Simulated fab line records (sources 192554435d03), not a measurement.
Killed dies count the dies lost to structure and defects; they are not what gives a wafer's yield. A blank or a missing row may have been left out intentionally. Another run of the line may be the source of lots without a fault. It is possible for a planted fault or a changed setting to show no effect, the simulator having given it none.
Chamber matching	flow n5Finfet	4 sister chambers for N5_HKMG_FIN_DESCUM_53 on rieDiel-04
The step chemistry O2, time 7.9 s. 20 wafers are shown with their chamber, then 10 later ones without.

== WAFERS WITH THEIR CHAMBER ==
wafer	chamber	throttleValvePct (%)	drypumpMotorCurrentA (A)	showerheadPlenumPTorr (Torr)
L075.2	1	20.47	5.6	2.12
L075.5	0	20.32	5.3	2.08
L075.6	3	20.79	5.6	2.17
L076.1	2	19.99	6.0	2.11
L076.2	3	20.81	5.6	2.16
L076.4	0	20.33	5.3	2.08
L078.3	0	20.32	5.3	2.07
L078.4	3	20.81	5.6	2.16
L078.5	0	20.33	5.3	2.07
L082.2	2	20.02	5.9	2.11
L082.4	0	20.35	5.3	2.07
L082.5	3	20.81	5.6	2.16
L084.1	2	20.03	6.0	2.10
L084.5	1	20.49	5.5	2.11
L084.6	2	20.01	6.0	2.10
L086.1	0	20.35	5.3	2.07
L086.3	2	20.04	6.0	2.10
L086.5	1	20.49	5.5	2.11
L092.2	2	20.05	5.9	2.10
L092.4	0	20.37	5.3	2.06

SIGNATURES (averages over the wafers above)
reading	chamber 0	chamber 1	chamber 2	chamber 3	scatter within a chamber
throttleValvePct	20.3386	20.4833	20.0233	20.8050	0.0177
drypumpMotorCurrentA	5.300	5.533	5.967	5.600	0.0354
showerheadPlenumPTorr	2.0714	2.1133	2.1033	2.1625	0.00592
Rule: for a wafer and a chamber, the distance is found by dividing, reading by reading, the gap between the wafer's reading and the chamber's mean by the reading's scatter, squaring, summing and taking the root. The wafer belongs to the nearest chamber; if the next one is less than 2 further off, it can't be placed. The scatter: the root of (the sum of the squares of (reading less its chamber's mean) over the shown wafers, divided by (wafers less chambers)).

== WAFERS WITH NO CHAMBER GIVEN ==
wafer	throttleValvePct (%)	drypumpMotorCurrentA (A)	showerheadPlenumPTorr (Torr)
L092.5	20.05	5.9	2.10
L093.3	20.56	5.6	2.10
L093.5	20.53	5.6	2.10
L093.6	20.04	5.9	2.10
L095.1	20.53	5.5	2.10
L095.4	20.53	5.5	2.10
L095.6	20.05	6.0	2.09
L091.3	20.09	6.0	2.09
L091.4	20.39	5.3	2.06
L091.5	20.53	5.5	2.10

== THE CHAMBER EACH PASSED THROUGH ==
wafer	from the rows above	in truth
L092.5	2	2
L093.3	1	1
L093.5	1	1
L093.6	2	2
L095.1	1	1
L095.4	1	1
L095.6	2	2
L091.3	2	2
L091.4	0	0
L091.5	1	1
10 of 10 placed correctly. Number that these rows cannot place: 0. Number placed wrongly: 0.
